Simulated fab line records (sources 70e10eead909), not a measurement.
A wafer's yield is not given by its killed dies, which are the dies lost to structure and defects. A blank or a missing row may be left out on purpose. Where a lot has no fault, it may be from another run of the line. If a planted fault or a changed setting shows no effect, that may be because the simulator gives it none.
fab line records    flow nandHarc
[record] lots = 11  wafers = 33  lastDay = 34
route steps=1302 shown P_STI@90 P_GATE@145
lots that met no fault: taken from a fault-free run of the same line
startH: start of the lot's first displayed wafer, in hours after the record's first day    waitH: how many hours have passed since the lot's step before this one    " the same as in the row above    L1.1+2: several wafers, shown together as one row    - no value present, or no start provided    * or withheld: withheld    < > ~ a bound
route shown NAME@n: NAME is a module with steps in the file, n the number in the route of the first one    usual: mean/standard deviation taken from wafers without a fault    same: alike in all rows    chamber/n: place in a boat    sites: the reading at each site    _std_site: the standard deviation of these    _edge_site: mean of outer sites minus mean of inner sites    radiusMm: how far each site lies from the wafer's centre    mask NAME#n: copy n    behind: the last tool/chamber to shape the wafer    hold: why the lot went on hold/how many hours it stayed there/how the hold came to an end    device: whichever transistor did not switch (one of n, p or np)    end of line: tests of these same wafers at the route's end    for a step that has no rows: nothing shown but its recipe    killed: dies that structure and defects cost at the first sort, which is not the same as the wafer's yield    map: the dies of a wafer, with x for killed, . for not killed, _ for no die there
set.NAME: the setting that was run; set.NAME@STEP: the one run at that earlier step    model.NAME: the simulator's own value behind a step, which no gauge read
one table for each step of the route and one row for each wafer, over a sample of lots
services: from which hour (startH, from the record's first day; less than 0 if before it) a tool's chamber was out of use, for how many hours, and why
[[steps]]
[step NHARC_P_STI_ETCH_15]
[recipe] targetDepthA = 3000  taperDeg = 4  timeS = 100.1  hbrFlowSccm = 150  cl2FlowSccm = 50  rfW = 400  icpW = 400  biasW = 100  chemistry = HBr/Cl2
[usual] drypumpMotorCurrentA = 5.70/0.21  mfcCl2Sccm = 50.00/0.14  oesProductAu = 1.000/0.0069  rfFwdPowerW = 398.0/1.3  throttleValvePct = 26.407/0.0088
[same] timeS = 100.1
lot.wafer  tool      chamber  startH  waitH  drypumpMotorCurrentA  mfcCl2Sccm  oesProductAu  rfFwdPowerW  rfHoursCounterH  throttleValvePct
L832.2     rieSi-03  1        53.52   -      5.26                  50.11       0.992         398.3        0.0              26.412
L832.4     "         2        "       "      6.07                  50.12       1.005         398.4        0.0              26.401
L832.6     "         0        "       "      5.70                  50.15       1.002         397.7        -                26.406
L834.4     rieSi-05  2        64.79   -      5.52                  49.97       0.996         396.3        0.7              26.423
L834.1     "         3        "       "      5.67                  50.14       0.992         399.0        0.7              26.413
L834.3     "         0        "       "      5.89                  49.90       1.001         398.4        0.6              26.401
L835.4     rieSi-05  3        73.97   -      5.70                  50.09       0.986         398.6        0.8              26.413
L835.2     "         1        "       "      5.85                  49.78       0.993         397.3        0.7              26.408
L835.1     "         2        "       "      5.55                  49.88       0.990         398.2        0.8              26.413
L838.1     rieSi-06  3        107.17  -      5.48                  50.02       1.005         398.2        0.1              26.411
L838.4     "         1        "       "      5.83                  49.98       1.010         398.5        0.2              26.393
L838.6     "         0        "       "      5.50                  50.22       1.006         398.8        -                26.405
L839.2     rieSi-05  2        112.90  -      5.55                  49.51       1.012         399.1        1.0              26.390
L839.4     "         3        "       "      5.66                  50.17       1.003         399.8        1.1              26.412
L839.6     "         2        "       "      5.53                  50.09       0.995         396.8        -                26.390
L840.1     rieSi-06  2        125.40  -      5.60                  50.01       1.008         397.4        0.3              26.409
L840.4     "         2        "       "      5.58                  49.89       1.005         398.3        -                26.416
L840.5     "         3        "       "      5.46                  50.13       1.009         397.9        -                26.410
L847.1     rieSi-05  3        198.40  -      5.69                  49.93       0.996         398.6        0.4              26.398
L847.3     "         0        "       "      5.89                  49.96       0.999         399.2        0.3              26.420
L847.6     "         2        "       "      5.54                  50.09       0.998         399.4        -                26.415
L848.1     rieSi-06  3        206.91  -      5.50                  50.04       1.001         398.3        0.8              26.404
L848.3     "         0        "       "      5.49                  50.20       1.001         399.0        0.9              26.408
L848.6     "         2        "       "      5.61                  49.87       0.991         398.8        -                26.410
L853.2     rieSi-03  0        256.76  -      5.69                  49.73       0.995         398.7        0.2              26.416
L853.1     "         1        "       "      5.28                  50.44       0.998         395.5        0.2              26.388
L853.3     "         3        "       "      6.13                  49.91       1.002         398.5        0.1              26.403
L854.2     rieSi-05  1        264.92  -      5.86                  50.14       0.995         396.6        1.0              26.399
L854.4     "         1        "       "      5.89                  50.02       0.989         398.0        -                26.425
L854.6     "         0        "       "      5.88                  50.20       0.995         395.4        -                26.405
L855.4     rieSi-06  3        278.55  -      5.44                  49.88       0.997         396.8        0.1              26.404
L855.5     "         0        "       "      5.50                  50.10       0.991         399.8        -                26.413
L855.6     "         1        "       "      5.84                  49.80       1.008         400.2        -                26.401
[step NHARC_P_GATE_ETCH_104]
[recipe] targetDepthA = 600  timeS = withheld  cf4FlowSccm = 100  chf3FlowSccm = 30  arFlowSccm = 0  rfW = 500  biasW = 200  chemistry = CF4/CHF3
[usual] drypumpMotorCurrentA = 5.8/0.46  mfcArSccm = 0.010/0.013  oesProductAu = 0.948/0.024  rfFwdPowerW = 491.7/2.7  rfVppV = 369.9/1.7  showerheadPlenumPTorr = 1.55/0.045  throttleValvePct = 16.802/0.0094
lot.wafer  tool        chamber  startH  waitH  drypumpMotorCurrentA  mfcArSccm  oesProductAu  rfFwdPowerW  rfVppV  showerheadPlenumPTorr  throttleValvePct
L832.2     rieDiel-11  0        103.12  0.1    6.4                   0.006      0.959         494.5        372.3   1.64                   16.800
L832.4     "           1        "       "      5.7                   0.001      0.981         489.4        369.1   1.54                   16.796
L832.6     "           0        "       "      6.4                   0.006      0.963         491.7        371.4   1.64                   16.785
L834.3     rieDiel-11  3        115.11  0.1    4.7                   0          0.929         490.7        370.2   1.60                   16.791
L834.1     "           0        "       "      6.4                   0.006      0.917         491.5        373.8   1.64                   16.808
L834.4     "           1        "       "      5.7                   0.001      0.930         487.2        369.6   1.54                   16.804
L835.1     rieDiel-02  3        128.12  0.1    5.6                   0          0.954         493.6        372.2   1.56                   16.807
L835.4     "           0        "       "      6.4                   0          0.947         493.4        370.2   1.56                   16.794
L835.2     "           2        "       "      5.8                   0.036      0.953         492.7        368.5   1.48                   16.802
L838.1     rieDiel-06  0        162.19  0.1    5.4                   0.023      0.994         491.7        371.3   1.60                   16.804
L838.4     "           1        "       "      5.8                   0          0.955         492.9        370.6   1.54                   16.788
L838.6     "           3        "       "      5.7                   0.028      0.973         490.3        372.1   1.58                   16.808
L839.2     rieDiel-02  1        171.01  0.1    5.6                   0.026      0.912         490.4        367.5   1.50                   16.797
L839.4     "           2        "       "      5.8                   0.036      0.930         494.7        368.1   1.48                   16.799
L839.6     "           1        "       "      5.6                   0.026      0.916         489.6        368.0   1.50                   16.786
L840.4     rieDiel-11  2        177.61  0.1    6.1                   0          0.959         493.6        369.4   1.56                   16.806
L840.1     "           3        "       "      4.7                   0          0.970         489.1        371.1   1.59                   16.801
L840.5     "           2        "       "      6.1                   0          0.959         495.1        370.6   1.56                   16.815
L847.1     rieDiel-06  1        252.25  0.1    5.8                   0          0.703         294.8        368.9   1.54                   16.812
L847.3     "           3        "       "      5.7                   0.028      0.707         289.3        370.2   1.58                   16.783
L847.6     "           1        "       "      5.8                   0          0.701         293.0        368.9   1.54                   16.803
L848.1     rieDiel-06  2        261.95  0.1    6.4                   0          0.708         296.1        371.1   1.52                   16.798
L848.3     "           3        "       "      5.7                   0.028      0.709         289.6        371.0   1.58                   16.812
L848.6     "           1        "       "      5.7                   0          0.704         292.9        369.8   1.54                   16.812
L853.2     rieDiel-02  3        310.55  0.1    5.6                   0          0.958         489.1        370.9   1.56                   16.776
L853.3     "           1        "       "      5.6                   0.026      0.971         488.5        368.2   1.49                   16.802
L853.1     "           2        "       "      5.8                   0.036      0.963         492.3        366.8   1.48                   16.806
L854.4     rieDiel-11  0        315.38  0.1    6.4                   0.006      0.924         490.5        373.0   1.64                   16.789
L854.2     "           2        "       "      6.1                   0          0.917         497.1        370.2   1.55                   16.806
L854.6     "           3        "       "      4.7                   0          0.909         488.8        372.2   1.59                   16.795
L855.6     rieDiel-06  0        329.97  0.0    5.4                   0.023      0.974         494.5        370.9   1.60                   16.798
L855.5     "           2        "       "      6.3                   0          0.949         495.5        367.9   1.52                   16.783
L855.4     "           3        "       "      5.7                   0.028      0.949         489.8        370.7   1.57                   16.794
[step NHARC_P_GATE_ETCH_32]
[recipe] targetDepthA = 1500  overEtchFrac = 1  overEtchIonEnergyEv = 40  timeS = 100.1  hbrFlowSccm = 150  cl2FlowSccm = 50  rfW = 400  icpW = 400  biasW = 100  chemistry = HBr/Cl2
[usual] drypumpMotorCurrentA = 5.7/0.36  mfcCl2Sccm = 50.02/0.15  oesProductAu = 0.999/0.0066  rfFwdPowerW = 396.4/1.5  throttleValvePct = 26.406/0.0089
[same] timeS = 100.1
lot.wafer  tool      chamber  startH  waitH  drypumpMotorCurrentA  mfcCl2Sccm  oesProductAu  rfFwdPowerW  rfHoursCounterH  throttleValvePct
L832.4     rieSi-01  0        103.49  -      6.4                   50.02       0.999         393.1        0.47             26.413
L832.2     "         1        "       "      5.7                   49.86       1.000         395.8        0.54             26.422
L832.6     "         0        "       "      6.4                   49.95       1.003         391.1        -                26.401
L834.1     rieSi-04  3        115.49  -      5.6                   49.97       1.002         395.8        0.81             26.385
L834.3     "         0        "       "      5.7                   50.06       0.999         395.3        0.81             26.411
L834.4     "         1        "       "      6.0                   50.17       1.005         398.2        0.63             26.390
L835.4     rieSi-04  1        128.50  -      6.0                   50.10       0.988         397.7        0.67             26.405
L835.2     "         2        "       "      5.8                   50.20       0.986         397.9        0.72             26.418
L835.1     "         3        "       "      5.5                   50.01       0.996         397.0        0.90             26.397
L838.1     rieSi-02  2        162.56  -      5.0                   50.02       0.998         397.5        0.27             26.413
L838.4     "         3        "       "      5.1                   49.86       0.997         395.1        0.24             26.403
L838.6     "         3        "       "      5.1                   50.21       1.007         393.7        -                26.407
L839.2     rieSi-01  3        171.82  -      5.8                   50.11       1.005         397.7        0.84             26.402
L839.4     "         1        "       "      5.7                   50.28       0.995         397.7        1.01             26.419
L839.6     "         2        "       "      5.5                   49.99       0.992         399.0        -                26.403
L840.4     rieSi-01  1        178.00  -      5.7                   49.97       1.001         398.7        1.05             26.414
L840.1     "         3        "       "      5.8                   49.86       1.006         394.8        0.93             26.400
L840.5     "         1        "       "      5.7                   50.19       0.999         398.3        -                26.398
L847.1     rieSi-04  0        252.66  -      5.7                   49.77       1.004         394.7        0.51             26.401
L847.3     "         1        "       "      6.0                   50.02       1.000         395.9        0.55             26.385
L847.6     "         2        "       "      5.8                   49.98       1.002         396.8        -                26.418
L848.1     rieSi-01  1        262.32  -      5.7                   49.77       1.000         394.4        0.50             26.410
L848.3     "         3        "       "      5.8                   50.02       0.999         397.7        0.16             26.412
L848.6     "         2        "       "      5.5                   49.80       0.995         398.3        -                26.407
L853.3     rieSi-04  2        310.93  -      5.8                   50.10       0.990         397.5        0.53             26.408
L853.1     "         3        "       "      5.5                   49.99       0.994         395.7        0.79             26.417
L853.2     "         1        "       "      6.0                   49.89       0.995         394.4        0.87             26.402
L854.4     rieSi-04  0        315.77  -      5.7                   50.02       0.994         394.9        0.72             26.415
L854.2     "         1        "       "      6.0                   50.20       1.005         395.4        0.92             26.407
L854.6     "         0        "       "      5.7                   49.90       0.994         394.8        -                26.414
L855.4     rieSi-01  0        330.41  -      6.4                   49.89       1.003         396.3        0.93             26.409
L855.6     "         2        "       "      5.5                   50.05       0.998         396.8        -                26.417
L855.5     "         3        "       "      5.7                   49.83       0.991         396.9        -                26.397
[step NHARC_P_GATE_CD_MEAS_46]
[recipe] targetCdNm = 720  landingEnergyEv = 500
[usual] cdNm = 719.8/1.2
[same] landingEnergyEv = 500
lot.wafer  tool      chamber  startH  waitH  cdNm
L832.2     cdSem-03  0        114.90  -      720.5
L832.4     "         0        "       "      719.4
L832.6     "         0        "       "      719.5
L834.1     cdSem-03  0        126.76  -      719.1
L834.3     "         0        "       "      719.2
L834.4     "         0        "       "      719.9
L835.1     cdSem-01  0        139.72  -      720.9
L835.2     "         0        "       "      717.9
L835.4     "         0        "       "      722.2
L838.1     cdSem-02  0        173.89  -      718.1
L838.4     "         0        "       "      719.2
L838.6     "         0        "       "      719.0
L839.2     cdSem-03  0        183.13  -      719.8
L839.4     "         0        "       "      718.8
L839.6     "         0        "       "      719.4
L840.1     cdSem-03  0        189.16  -      717.2
L840.4     "         0        "       "      719.9
L840.5     "         0        "       "      720.9
L847.1     cdSem-02  0        263.85  -      719.0
L847.3     "         0        "       "      716.6
L847.6     "         0        "       "      717.7
L848.1     cdSem-03  0        273.73  -      719.2
L848.3     "         0        "       "      718.9
L848.6     "         0        "       "      719.9
L853.1     cdSem-02  0        322.14  -      719.5
L853.2     "         0        "       "      719.2
L853.3     "         0        "       "      720.3
L854.2     cdSem-01  0        329.04  -      719.0
L854.4     "         0        "       "      718.5
L854.6     "         0        "       "      719.9
L855.4     cdSem-02  0        341.72  -      722.1
L855.5     "         0        "       "      718.9
L855.6     "         0        "       "      720.6
[[services]]
tool        chamber  startH  hours  kind
rieSi-01    -        56.24   0.4    repair
rieSi-06    -        72.00   9.0    pm
rieDiel-11  -        78.50   9.0    pm
rieDiel-06  1        79.78   8.4    repair
rieDiel-06  0        98.58   15.0   repair
rieDiel-11  0        109.25  5.5    repair
rieSi-05    3        117.00  7.0    repair
rieSi-06    1        123.85  2.4    repair
rieSi-05    -        128.00  9.0    pm
rieDiel-06  -        130.20  9.0    pm
rieDiel-11  3        133.06  6.5    repair
rieSi-05    0        141.16  6.1    repair
rieSi-04    2        154.44  5.9    repair
rieSi-04    2        164.86  57.2   repair
rieSi-04    -        165.00  9.0    pm
rieSi-04    3        179.80  2.0    repair
rieSi-01    -        188.10  0.8    repair
rieSi-01    -        193.00  9.0    pm
rieSi-01    2        219.41  3.8    repair
rieSi-05    3        262.52  15.6   repair
rieSi-04    2        284.36  7.3    repair
rieSi-04    0        290.14  9.0    repair
rieSi-05    -        305.00  9.0    pm
rieSi-05    0        322.68  1.3    repair
[[key]]
[firstSign] step = NHARC_P_GATE_ETCH_104  reading = rfFwdPowerW  direction = down  sigmas = 73  usual = *  struck = *
[effect] step = NHARC_P_GATE_ETCH_104  reading = oesProductAu  direction = down  sigmas = 10  usual = 0.948  struck = 0.705
metAt NHARC_P_GATE_ETCH_104
struckLots L847,L848
testerLeftOut L847,L848
notActingAt NHARC_P_STI_ETCH_15,NHARC_P_GATE_ETCH_32,NHARC_P_GATE_CD_MEAS_46
onsetBetween 162.19 252.25
[fault] kind = processParameterDrift  tool = rieDiel-06  chamber = -  onsetH = 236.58  steps = NHARC_P_GATE_ETCH_104  channel = rfW  offset = *  shape = step  endH = 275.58  actsIn = *  stated = *
// testerLeftOut: of these lots the tester's yield and bins aren't shown, on N5 and GAA mostly nor the transistor test; their killed dies are dies lost to structure and defects alone, not to doping, threshold or leakage, so they don't give the yield
